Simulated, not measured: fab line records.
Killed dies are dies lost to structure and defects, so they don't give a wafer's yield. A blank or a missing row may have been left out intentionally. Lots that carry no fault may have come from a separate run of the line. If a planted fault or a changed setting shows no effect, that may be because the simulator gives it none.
fab line records	flow nandHarc
record lots=24	wafers=72	lastDay=26
route steps=1159 shown A_WL_FILL@814 A_CONTACT@866
lots with no fault: from the same line, run without faults
startH: the number of hours between the record's first day and the start of the first shown wafer of the lot	waitH: how many hours have passed since the lot's step before this one	" unchanged from the row above	L1.1+2: one row covering several wafers at once	- no value, or no start given	* or withheld: withheld	< > ~ a bound
route shown NAME@n: names a module that has steps shown in the file, with the first one's number in the route	usual: average and standard deviation across the fault-free wafers	same: alike in all rows	chamber/n: place in a boat	sites: readings site by site	_std_site: the values' standard deviation	_edge_site: outer sites' mean less inner sites'	radiusMm: for every site, how far away it sits from the centre of the wafer	mask NAME#n: copy n	behind: the most recent tool/chamber to have shaped the wafer	hold: why the lot went on hold/how many hours it stayed there/how the hold came to an end	device: names the non-switching transistor (n, p or np)	end of line: tests of these same wafers at the route's end	for a step that has no rows: nothing shown but its recipe	killed: the dies lost at the first sort to structure and to defects; this is not the yield of the wafer	map: the dies of a wafer, with x for killed, . for not killed, _ for no die there
set.NAME: setting as actually run; set.NAME@STEP: the setting as run at that earlier step	model.NAME: the simulator's own value behind a step, which no gauge read
one table for each step of the route and one row for each wafer, over a sample of lots
services: the hour from which a tool's chamber was out of use, counted from the record's first day as startH (under 0 if before that day), plus the number of hours and why
## steps
# step NHARC_A_WL_FILL_ETCHBACK_04
# recipe targetDepthA=600	timeS=120	chemistry=NF3
# usual drypumpMotorCurrentA=5.8/0.38	oesProductAu=0.998/0.01
lot.wafer	tool	chamber	startH	waitH	drypumpMotorCurrentA	oesProductAu	rfHoursCounterH
L074.3	rieMetal-02	0	339.04	1.9	5.5	0.989	-
L074.4	"	1	"	"	6.3	1.005	-
L074.5	"	0	"	"	5.5	0.989	-
L076.1	rieMetal-02	1	347.69	2.4	6.3	0.986	3.1
L076.4	"	0	"	"	5.4	0.996	-
L076.3	"	1	"	"	6.3	0.985	-
L077.2	rieMetal-03	1	347.99	2.4	5.4	1.010	1.4
L077.1	"	0	"	"	6.0	1.012	1.4
L077.5	"	1	"	"	5.4	1.010	-
L075.3	rieMetal-03	1	350.52	1.5	5.4	1.002	-
L075.4	"	0	"	"	6.0	0.994	-
L075.5	"	0	"	"	6.0	0.995	-
L078.2	rieMetal-02	1	355.74	2.9	6.3	0.994	3.4
L078.1	"	0	"	"	5.4	0.995	3.4
L078.4	"	0	"	"	5.5	0.997	-
L080.2	rieMetal-01	0	374.96	2.9	6.2	1.006	1.0
L080.3	"	1	"	"	5.5	1.000	-
L080.5	"	0	"	"	6.2	1.004	-
L079.2	rieMetal-02	1	376.38	2.9	6.3	0.976	3.9
L079.4	"	1	"	"	6.3	0.985	-
L079.5	"	0	"	"	5.5	0.981	-
L083.2	rieMetal-03	1	391.75	2.4	5.4	1.018	2.7
L083.3	"	1	"	"	5.4	1.012	-
L083.4	"	0	"	"	6.0	1.007	-
L081.4	rieMetal-01	0	394.75	1.6	6.2	1.005	-
L081.6	"	1	"	"	5.5	1.003	-
L081.5	"	0	"	"	6.2	1.013	-
L084.2	rieMetal-02	1	399.01	2.8	6.3	1.007	0.0
L084.4	"	1	"	"	6.3	1.016	-
L084.6	"	0	"	"	5.4	0.988	-
L082.3	rieMetal-01	0	401.76	1.9	6.2	1.011	-
L082.6	"	0	"	"	6.2	0.992	-
L082.5	"	1	"	"	5.5	0.984	-
L085.2	rieMetal-02	0	415.53	2.8	5.4	0.983	0.3
L085.4	"	1	"	"	6.3	1.008	-
L085.6	"	0	"	"	5.5	0.988	-
L089.2	rieMetal-01	0	415.70	2.4	6.2	1.014	2.3
L089.4	"	1	"	"	5.6	0.999	-
L089.5	"	0	"	"	6.2	1.014	-
L087.2	rieMetal-03	1	418.34	2.4	5.4	1.001	3.5
L087.4	"	0	"	"	6.0	0.984	-
L087.6	"	1	"	"	5.4	0.994	-
L086.2	rieMetal-02	0	418.59	2.4	5.4	0.996	0.5
L086.3	"	1	"	"	6.3	1.013	-
L086.6	"	0	"	"	5.5	0.991	-
L090.2	rieMetal-03	0	432.64	2.5	6.0	0.985	3.8
L090.5	"	1	"	"	5.5	1.001	-
L090.6	"	0	"	"	6.0	0.991	-
L088.2	rieMetal-02	1	432.72	2.4	6.3	1.008	0.8
L088.1	"	0	"	"	5.5	0.985	0.8
L088.5	"	0	"	"	5.5	0.992	-
L091.2	rieMetal-01	1	447.16	2.9	5.5	0.997	3.3
L091.3	"	0	"	"	6.1	1.009	-
L091.6	"	0	"	"	6.2	1.012	-
L092.1	rieMetal-03	0	448.37	2.4	6.0	1.000	4.7
L092.4	"	1	"	"	5.4	1.021	-
L092.3	"	0	"	"	6.0	1.001	-
L094.1	rieMetal-02	0	461.89	2.4	5.4	0.986	1.7
L094.2	"	1	"	"	6.3	1.000	1.7
L094.3	"	1	"	"	6.3	1.004	-
L093.1	rieMetal-03	0	462.59	2.8	6.0	0.992	0.0
L093.2	"	1	"	"	5.4	1.004	0.0
L093.5	"	1	"	"	5.4	1.009	-
L095.2	rieMetal-02	0	465.41	2.8	5.5	0.994	1.9
L095.3	"	0	"	"	5.4	0.987	-
L095.6	"	0	"	"	5.4	0.994	-
L096.2	rieMetal-02	1	490.40	2.4	6.3	0.985	2.4
L096.3	"	0	"	"	5.4	0.989	-
L096.6	"	1	"	"	6.3	0.990	-
L097.2	rieMetal-02	0	494.74	2.4	5.4	0.994	2.7
L097.4	"	0	"	"	5.4	0.984	-
L097.6	"	1	"	"	6.3	1.004	-
# step NHARC_A_WL_FILL_ALD_10
# recipe targetThkA=500	pulseTimeS=10	aldCycles=500	tempC=300	material=SiO2
# usual heaterPowerW=460/40	precursorPulseHeightRel=0.998/0.018	susceptorTempC=300.01/0.18
# same aldCycles=500
lot.wafer	tool	chamber	startH	waitH	heaterPowerW	precursorPulseHeightRel	susceptorTempC
L074.3	aldHk-01	0	344.81	0.3	484	0.994	300.16
L074.4	"	1	"	"	453	0.992	300.00
L074.5	"	1	347.46	2.9	444	0.986	299.93
L075.4	aldHk-01	1	353.53	0.0	449	1.015	300.06
L075.3	"	3	354.55	1.1	460	0.960	300.09
L075.5	"	2	356.08	2.6	447	0.993	300.13
L076.4	aldHk-02	3	354.04	0.6	456	1.012	300.01
L076.1	"	0	"	"	462	0.995	300.00
L076.3	"	1	"	"	536	1.025	300.12
L077.2	aldHk-03	2	354.41	0.9	377	1.016	300.02
L077.1	"	3	"	"	507	0.999	300.25
L077.5	"	1	355.96	2.5	517	0.985	300.28
L078.1	aldHk-02	1	364.05	0.1	520	0.981	300.09
L078.2	"	2	"	"	442	0.997	299.75
L078.4	"	0	365.59	1.6	476	1.017	299.96
L079.4	aldHk-01	0	381.30	0.6	488	1.001	300.13
L079.2	"	1	"	"	446	0.994	300.08
L079.5	"	3	382.83	2.1	464	1.030	300.29
L080.2	aldHk-03	1	381.30	0.6	523	0.999	299.95
L080.3	"	3	382.33	1.6	495	0.995	299.81
L080.5	"	1	383.36	2.6	523	1.006	300.17
L083.3	aldHk-01	1	397.37	0.1	453	0.988	299.93
L083.2	"	2	"	"	458	1.017	300.31
L083.4	"	0	398.93	1.6	476	0.987	299.76
L081.4	aldHk-03	1	398.93	1.6	524	1.001	299.84
L081.5	"	2	"	"	373	0.991	299.85
L081.6	"	3	"	"	487	0.986	300.09
L084.4	aldHk-01	0	404.59	0.1	467	1.002	299.79
L084.2	"	3	406.13	1.6	455	1.001	299.95
L084.6	"	0	"	"	478	0.998	299.65
L082.3	aldHk-02	0	405.61	1.1	477	1.011	300.19
L082.5	"	2	406.63	2.1	450	0.996	300.10
L082.6	"	3	"	"	455	0.976	299.79
L087.4	aldHk-02	2	423.92	2.9	432	1.004	299.90
L087.2	"	0	424.96	3.9	479	0.955	299.84
L087.6	"	3	426.51	5.5	453	1.005	299.79
L089.4	aldHk-03	0	424.30	3.2	449	1.001	300.04
L089.2	"	1	"	"	502	0.989	300.28
L089.5	"	2	"	"	373	0.983	299.99
L085.2	aldHk-01	0	424.55	3.5	475	0.997	300.27
L085.4	"	1	"	"	454	0.977	299.64
L085.6	"	2	"	"	435	1.015	300.15
L086.3	aldHk-03	1	426.60	2.2	526	0.996	299.74
L086.2	"	2	"	"	377	0.998	300.24
L086.6	"	2	429.21	4.8	379	1.005	300.11
L088.1	aldHk-02	1	441.40	1.1	543	1.005	300.13
L088.2	"	2	"	"	443	0.997	299.91
L088.5	"	0	442.92	2.6	477	0.983	300.03
L090.2	aldHk-01	3	443.49	3.2	440	1.014	299.87
L090.5	"	0	444.53	4.2	470	0.977	299.82
L090.6	"	1	445.57	5.3	462	0.986	300.13
L092.4	aldHk-03	3	454.91	0.6	495	1.033	299.87
L092.1	"	0	"	"	461	0.985	300.30
L092.3	"	1	"	"	523	0.996	299.98
L091.2	aldHk-02	2	454.91	0.6	434	1.045	299.89
L091.3	"	0	455.94	1.6	464	0.981	299.86
L091.6	"	2	456.97	2.6	437	1.014	300.04
L093.1	aldHk-01	2	468.57	0.6	446	1.009	300.25
L093.2	"	0	469.62	1.6	469	0.991	299.76
L093.5	"	2	470.66	2.7	421	0.982	300.18
L094.2	aldHk-02	2	469.08	1.1	425	0.962	300.08
L094.1	"	3	"	"	434	0.995	300.05
L094.3	"	0	"	"	466	1.028	300.10
L095.2	aldHk-03	3	470.99	0.1	499	1.014	299.97
L095.3	"	2	472.53	1.6	388	0.989	299.92
L095.6	"	3	"	"	489	0.990	300.10
L096.2	aldHk-01	0	496.04	0.1	470	1.015	299.82
L096.3	"	3	497.58	1.6	433	0.989	299.91
L096.6	"	1	498.60	2.6	462	1.038	299.80
L097.2	aldHk-01	2	504.68	3.1	431	1.000	300.33
L097.4	"	0	505.71	4.1	494	0.993	299.81
L097.6	"	2	506.74	5.1	439	1.011	299.92
# step NHARC_A_CONTACT_ETCH_115
# recipe sourceW=withheld	pressureMtorr=20	biasV=3000	timeS=94	targetDepthA=9220	arFlowSccm=withheld	c4f8FlowSccm=withheld	o2FlowSccm=withheld	chemistry=C4F8/O2/Ar
lot.wafer	tool	chamber	startH	waitH	rfHoursCounterH
L074.4	harCapEtch-01	1	366.74	0.1	-
L074.3	"	0	"	"	-
L074.5	"	0	"	"	-
L077.2	harCapEtch-02	0	378.29	0.1	10
L077.1	"	1	"	"	10
L077.5	"	1	"	"	-
L075.3	harCapEtch-03	0	380.04	0.1	-
L075.4	"	1	"	"	-
L075.5	"	1	"	"	-
L076.1	harCapEtch-01	1	384.94	0.1	59
L076.3	"	0	"	"	-
L076.4	"	1	"	"	-
L078.2	harCapEtch-01	0	387.50	0.1	60
L078.1	"	1	"	"	60
L078.4	"	0	"	"	-
L080.2	harCapEtch-03	0	404.46	0.1	86
L080.3	"	1	"	"	-
L080.5	"	0	"	"	-
L079.2	harCapEtch-02	0	406.71	0.1	16
L079.4	"	1	"	"	-
L079.5	"	0	"	"	-
L081.4	harCapEtch-02	0	419.14	0.1	-
L081.6	"	0	"	"	-
L081.5	"	1	"	"	-
L083.2	harCapEtch-03	0	421.26	0.1	89
L083.4	"	1	"	"	-
L083.3	"	0	"	"	-
L084.2	harCapEtch-01	0	430.58	0.1	64
L084.4	"	0	"	"	-
L084.6	"	0	"	"	-
L082.3	harCapEtch-02	0	431.03	0.1	-
L082.6	"	0	"	"	-
L082.5	"	1	"	"	-
L087.2	harCapEtch-03	1	444.98	0.1	93
L087.4	"	1	"	"	-
L087.6	"	1	"	"	-
L085.2	harCapEtch-02	0	446.70	0.1	23
L085.4	"	1	"	"	-
L085.6	"	0	"	"	-
L089.2	harCapEtch-03	0	450.57	0.1	94
L089.4	"	1	"	"	-
L089.5	"	1	"	"	-
L086.2	harCapEtch-02	0	452.30	0.1	24
L086.3	"	0	"	"	-
L086.6	"	1	"	"	-
L090.2	harCapEtch-02	1	465.23	0.1	26
L090.6	"	0	"	"	-
L090.5	"	1	"	"	-
L088.2	harCapEtch-03	0	466.58	0.1	98
L088.1	"	1	"	"	98
L088.5	"	0	"	"	-
L091.2	harCapEtch-01	1	476.29	0.1	73
L091.3	"	1	"	"	-
L091.6	"	1	"	"	-
L092.1	harCapEtch-02	1	476.45	0.1	28
L092.4	"	0	"	"	-
L092.3	"	1	"	"	-
L094.2	harCapEtch-01	1	493.52	0.1	75
L094.1	"	0	"	"	75
L094.3	"	1	"	"	-
L093.1	harCapEtch-02	0	495.58	0.1	32
L093.2	"	1	"	"	32
L093.5	"	1	"	"	-
L095.2	harCapEtch-01	0	500.62	0.1	76
L095.3	"	0	"	"	-
L095.6	"	0	"	"	-
L096.2	harCapEtch-03	0	519.53	0.1	105
L096.3	"	0	"	"	-
L096.6	"	0	"	"	-
L097.2	harCapEtch-01	1	531.74	0.1	81
L097.4	"	0	"	"	-
L097.6	"	1	"	"	-
# step NHARC_A_CONTACT_ETCH_121
# recipe sourceW=withheld	pressureMtorr=20	biasV=3000	timeS=94	targetDepthA=9220	arFlowSccm=withheld	c4f8FlowSccm=withheld	o2FlowSccm=withheld	chemistry=C4F8/O2/Ar
lot.wafer	tool	chamber	startH	waitH	rfHoursCounterH
L074.4	harCapEtch-01	1	367.28	0.1	-
L074.3	"	0	"	"	-
L074.5	"	0	"	"	-
L077.2	harCapEtch-02	0	378.84	0.1	11
L077.1	"	1	"	"	11
L077.5	"	1	"	"	-
L075.3	harCapEtch-03	0	380.58	0.1	-
L075.4	"	1	"	"	-
L075.5	"	1	"	"	-
L076.1	harCapEtch-01	1	385.48	0.1	59
L076.3	"	0	"	"	-
L076.4	"	1	"	"	-
L078.2	harCapEtch-01	0	388.05	0.1	60
L078.1	"	1	"	"	60
L078.4	"	0	"	"	-
L080.2	harCapEtch-03	0	405.01	0.1	87
L080.3	"	1	"	"	-
L080.5	"	0	"	"	-
L079.2	harCapEtch-02	0	407.26	0.1	16
L079.4	"	1	"	"	-
L079.5	"	0	"	"	-
L081.4	harCapEtch-02	0	419.69	0.1	-
L081.6	"	0	"	"	-
L081.5	"	1	"	"	-
L083.2	harCapEtch-03	0	421.80	0.1	89
L083.4	"	1	"	"	-
L083.3	"	0	"	"	-
L084.2	harCapEtch-01	0	431.12	0.1	65
L084.4	"	0	"	"	-
L084.6	"	0	"	"	-
L082.3	harCapEtch-02	0	431.58	0.1	-
L082.6	"	0	"	"	-
L082.5	"	1	"	"	-
L087.2	harCapEtch-03	1	445.52	0.1	93
L087.4	"	1	"	"	-
L087.6	"	1	"	"	-
L085.2	harCapEtch-02	0	447.25	0.1	23
L085.4	"	1	"	"	-
L085.6	"	0	"	"	-
L089.2	harCapEtch-03	0	451.11	0.1	95
L089.4	"	1	"	"	-
L089.5	"	1	"	"	-
L086.2	harCapEtch-02	0	452.85	0.1	24
L086.3	"	0	"	"	-
L086.6	"	1	"	"	-
L090.2	harCapEtch-02	1	465.77	0.1	26
L090.6	"	0	"	"	-
L090.5	"	1	"	"	-
L088.2	harCapEtch-03	0	467.13	0.1	98
L088.1	"	1	"	"	98
L088.5	"	0	"	"	-
L091.2	harCapEtch-01	1	476.84	0.1	74
L091.3	"	1	"	"	-
L091.6	"	1	"	"	-
L092.1	harCapEtch-02	1	476.99	0.1	29
L092.4	"	0	"	"	-
L092.3	"	1	"	"	-
L094.2	harCapEtch-01	1	494.07	0.1	75
L094.1	"	0	"	"	75
L094.3	"	1	"	"	-
L093.1	harCapEtch-02	0	496.12	0.1	32
L093.2	"	1	"	"	32
L093.5	"	1	"	"	-
L095.2	harCapEtch-01	0	501.17	0.1	77
L095.3	"	0	"	"	-
L095.6	"	0	"	"	-
L096.2	harCapEtch-03	0	520.13	0.1	106
L096.3	"	0	"	"	-
L096.6	"	0	"	"	-
L097.2	harCapEtch-01	1	532.29	0.1	81
L097.4	"	0	"	"	-
L097.6	"	1	"	"	-
# step NHARC_A_CONTACT_ETCH_96
# recipe targetDepthA=200	overEtchFrac=0.5	timeS=10	ionEnergyEv=250	c4f6FlowSccm=25	o2FlowSccm=20	arFlowSccm=500	rfW=600	biasW=500	chemistry=C4F6/O2
# usual drypumpMotorCurrentA=5.8/0.48	oesProductAu=0.976/0.027	rfVppV=546.1/2.8	showerheadPlenumPTorr=3.89/0.13	throttleValvePct=26.904/0.0091
lot.wafer	tool	chamber	startH	waitH	drypumpMotorCurrentA	oesProductAu	rfHoursCounterH	rfVppV	showerheadPlenumPTorr	throttleValvePct
L074.4	rieDiel-01	2	-	-	5.1	1.013	9	545.7	3.81	26.890
L074.3	"	0	"	"	5.7	1.011	10	545.6	3.89	26.885
L074.5	"	2	"	"	5.1	1.010	-	545.2	3.81	26.902
L077.1	rieDiel-01	0	-	-	5.7	0.952	14	546.6	3.89	26.904
L077.2	"	2	"	"	5.1	0.949	12	544.7	3.80	26.907
L077.5	"	0	"	"	5.7	0.958	-	544.9	3.89	26.916
L075.3	rieDiel-01	0	-	-	5.6	0.960	14	545.3	3.89	26.915
L075.4	"	2	"	"	5.1	0.985	12	545.6	3.80	26.903
L075.5	"	3	"	"	6.2	0.941	-	543.8	3.81	26.902
L076.3	rieDiel-01	0	-	-	5.7	1.001	16	546.4	3.89	26.917
L076.1	"	1	"	"	5.4	0.987	15	550.7	4.08	26.913
L076.4	"	3	"	"	6.2	0.986	15	544.5	3.81	26.907
L078.2	rieDiel-01	3	-	-	6.2	0.992	16	545.9	3.81	26.922
L078.1	"	1	"	"	5.4	0.990	15	549.1	4.08	26.905
L078.4	"	2	"	"	5.1	1.011	14	543.6	3.80	26.922
L080.3	rieDiel-02	2	-	-	5.4	0.971	30	553.0	4.21	26.905
L080.2	"	0	"	"	6.6	0.948	26	543.4	3.81	26.893
L080.5	"	3	"	"	6.1	0.963	-	548.2	4.04	26.903
L079.4	rieDiel-01	3	-	-	6.2	0.946	19	543.1	3.81	26.902
L079.2	"	0	"	"	5.7	0.942	20	546.5	3.88	26.910
L079.5	"	2	"	"	5.1	0.964	-	546.1	3.80	26.902
L081.4	rieDiel-12	3	420.63	0.1	5.9	1.008	-	544.2	3.79	26.909
L081.5	"	1	"	"	5.4	1.013	-	547.4	3.98	26.902
L081.6	"	2	"	"	5.6	0.992	-	542.9	3.73	26.901
L083.4	rieDiel-02	0	-	-	6.5	0.930	30	544.1	3.81	26.899
L083.3	"	2	"	"	5.4	0.963	35	552.9	4.20	26.900
L083.2	"	3	"	"	6.1	0.947	34	546.7	4.04	26.924
L084.2	rieDiel-12	3	432.07	0.1	5.9	1.000	15	543.6	3.78	26.913
L084.6	"	2	"	"	5.7	1.006	-	543.5	3.73	26.902
L084.4	"	3	"	"	5.9	1.004	-	543.5	3.78	26.914
L082.3	rieDiel-01	2	432.51	0.2	5.1	1.010	22	543.8	3.80	26.910
L082.5	"	0	"	"	5.7	1.012	-	547.3	3.88	26.904
L082.6	"	2	"	"	5.1	0.997	-	543.3	3.80	26.912
L087.2	rieDiel-12	2	446.47	0.2	5.6	0.986	20	542.3	3.73	26.911
L087.4	"	3	"	"	5.9	0.995	-	544.6	3.78	26.909
L087.6	"	1	"	"	5.3	1.010	-	548.4	3.97	26.904
L085.2	rieDiel-12	3	448.17	0.1	5.9	0.996	21	544.2	3.78	26.901
L085.6	"	1	"	"	5.4	1.019	-	548.9	3.97	26.908
L085.4	"	2	"	"	5.7	0.991	-	542.7	3.73	26.900
L089.2	rieDiel-12	3	452.06	0.1	5.9	0.995	22	544.3	3.78	26.910
L089.4	"	3	"	"	5.9	0.999	-	544.5	3.78	26.910
L089.5	"	1	"	"	5.4	1.021	-	546.7	3.97	26.903
L086.2	rieDiel-01	0	-	-	5.7	0.995	27	546.5	3.88	26.902
L086.3	"	1	"	"	5.4	0.988	26	550.0	4.07	26.903
L086.6	"	1	"	"	5.4	0.988	-	550.1	4.07	26.899
L090.2	rieDiel-02	0	-	-	6.6	0.935	50	544.8	3.80	26.887
L090.6	"	1	"	"	6.7	0.944	-	543.9	3.82	26.903
L090.5	"	2	"	"	5.4	0.953	-	550.7	4.19	26.908
L088.2	rieDiel-01	3	-	-	6.2	0.973	30	544.0	3.80	26.900
L088.1	"	0	"	"	5.7	0.966	31	547.4	3.88	26.916
L088.5	"	3	"	"	6.2	0.974	-	544.2	3.80	26.889
L091.2	rieDiel-01	0	-	-	5.7	1.019	33	546.9	3.88	26.911
L091.3	"	3	"	"	6.2	0.996	32	543.3	3.80	26.898
L091.6	"	1	"	"	5.4	1.003	-	549.4	4.07	26.910
L092.1	rieDiel-12	1	-	-	5.4	0.957	32	546.8	3.96	26.902
L092.3	"	2	"	"	5.6	0.958	31	542.2	3.72	26.928
L092.4	"	3	"	"	5.9	0.954	32	542.0	3.77	26.892
L094.2	rieDiel-02	2	-	-	5.4	0.947	64	551.5	4.19	26.902
L094.3	"	3	"	"	6.1	0.935	63	549.3	4.02	26.905
L094.1	"	0	"	"	6.6	0.939	59	543.6	3.79	26.918
L093.2	rieDiel-02	0	-	-	6.6	0.979	61	543.7	3.79	26.904
L093.1	"	2	"	"	5.4	1.000	65	550.6	4.19	26.907
L093.5	"	0	"	"	6.6	0.975	-	543.1	3.79	26.887
L095.3	rieDiel-02	1	-	-	6.7	0.942	63	546.0	3.81	26.891
L095.2	"	2	"	"	5.4	0.934	68	552.0	4.18	26.909
L095.6	"	2	"	"	5.4	0.943	-	551.5	4.18	26.886
L096.2	rieDiel-01	1	-	-	5.4	0.952	3	550.7	4.06	26.908
L096.3	"	3	"	"	6.2	0.953	2	545.0	3.80	26.904
L096.6	"	1	"	"	5.4	0.945	-	551.5	4.06	26.896
L097.2	rieDiel-01	0	-	-	5.7	0.952	6	545.3	3.87	26.906
L097.4	"	2	"	"	5.1	0.973	7	543.0	3.79	26.896
L097.6	"	1	"	"	5.4	0.951	-	550.5	4.06	26.897
# step NHARC_A_CONTACT_INSPECT_71
# usual rawDefectCount=28/14
lot.wafer	tool	chamber	startH	waitH	rawDefectCount
L074.3	defectInspect-02	-	373.12	0.0	25
L074.4	"	-	"	"	26
L074.5	"	-	"	"	22
L077.1	defectInspect-02	-	383.23	0.0	19
L077.2	"	-	"	"	16
L077.5	"	-	"	"	15
L075.3	defectInspect-01	-	385.29	0.0	7
L075.4	"	-	"	"	7
L075.5	"	-	"	"	9
L076.1	defectInspect-01	-	390.17	0.0	32
L076.3	"	-	"	"	26
L076.4	"	-	"	"	35
L078.1	defectInspect-01	-	392.59	0.0	20
L078.2	"	-	"	"	29
L078.4	"	-	"	"	33
L080.2	defectInspect-02	-	410.42	0.0	18
L080.3	"	-	"	"	16
L080.5	"	-	"	"	21
L079.2	defectInspect-01	-	412.47	0.0	29
L079.4	"	-	"	"	29
L079.5	"	-	"	"	27
L081.4	defectInspect-02	-	424.82	0.0	30
L081.5	"	-	"	"	28
L081.6	"	-	"	"	17
L083.2	defectInspect-01	-	426.43	0.0	34
L083.3	"	-	"	"	23
L083.4	"	-	"	"	30
L084.2	defectInspect-02	-	435.72	0.0	12
L084.4	"	-	"	"	7
L084.6	"	-	"	"	11
L082.3	defectInspect-01	-	436.42	0.0	27
L082.5	"	-	"	"	26
L082.6	"	-	"	"	30
L087.2	defectInspect-01	-	450.21	0.0	13
L087.4	"	-	"	"	9
L087.6	"	-	"	"	6
L085.2	defectInspect-02	-	452.34	0.0	22
L085.4	"	-	"	"	27
L085.6	"	-	"	"	31
L089.2	defectInspect-02	-	455.81	0.0	44
L089.4	"	-	"	"	33
L089.5	"	-	"	"	23
L086.2	defectInspect-01	-	458.67	0.0	39
L086.3	"	-	"	"	48
L086.6	"	-	"	"	50
L090.2	defectInspect-02	-	470.35	0.0	44
L090.5	"	-	"	"	48
L090.6	"	-	"	"	38
L088.1	defectInspect-02	-	472.48	0.0	23
L088.2	"	-	"	"	39
L088.5	"	-	"	"	33
L091.2	defectInspect-01	-	484.41	0.0	19
L091.3	"	-	"	"	15
L091.6	"	-	"	"	10
L092.1	defectInspect-02	-	485.90	0.0	58
L092.3	"	-	"	"	65
L092.4	"	-	"	"	53
L094.1	defectInspect-02	-	499.24	0.0	61
L094.2	"	-	"	"	62
L094.3	"	-	"	"	54
L093.1	defectInspect-02	-	503.50	0.0	25
L093.2	"	-	"	"	26
L093.5	"	-	"	"	25
L095.2	defectInspect-02	-	505.73	0.0	57
L095.3	"	-	"	"	37
L095.6	"	-	"	"	51
L096.2	defectInspect-02	-	524.67	0.0	12
L096.3	"	-	"	"	14
L096.6	"	-	"	"	21
L097.2	defectInspect-01	-	539.93	0.0	22
L097.4	"	-	"	"	27
L097.6	"	-	"	"	18
## services
tool	chamber	startH	hours	kind
rieDiel-12	3	318.14	2.6	repair
harCapEtch-03	-	324.59	1.7	repair
rieDiel-02	-	328.00	9.0	pm
aldHk-03	-	328.58	10.0	pm
rieMetal-01	-	332.00	9.0	pm
rieMetal-02	-	364.71	2.1	repair
rieMetal-03	-	366.37	0.4	repair
rieDiel-12	-	379.62	9.0	pm
rieMetal-02	-	388.00	9.0	pm
aldHk-02	-	399.21	1.4	repair
aldHk-01	-	411.17	10.0	pm
rieDiel-12	0	412.71	46.5	repair
harCapEtch-01	-	420.51	0.6	repair
rieDiel-01	1	432.22	3.1	repair
rieMetal-03	-	453.00	9.0	pm
aldHk-02	-	458.57	10.0	pm
rieDiel-01	2	485.49	7.9	repair
rieDiel-01	-	492.13	9.0	pm
rieMetal-03	-	493.39	1.0	repair
rieDiel-02	-	505.00	9.0	pm
rieMetal-02	0	506.31	22.0	repair
aldHk-03	-	507.34	10.0	pm
rieMetal-01	-	509.16	9.0	pm
rieDiel-12	1	525.96	3.7	repair
## key
fault none
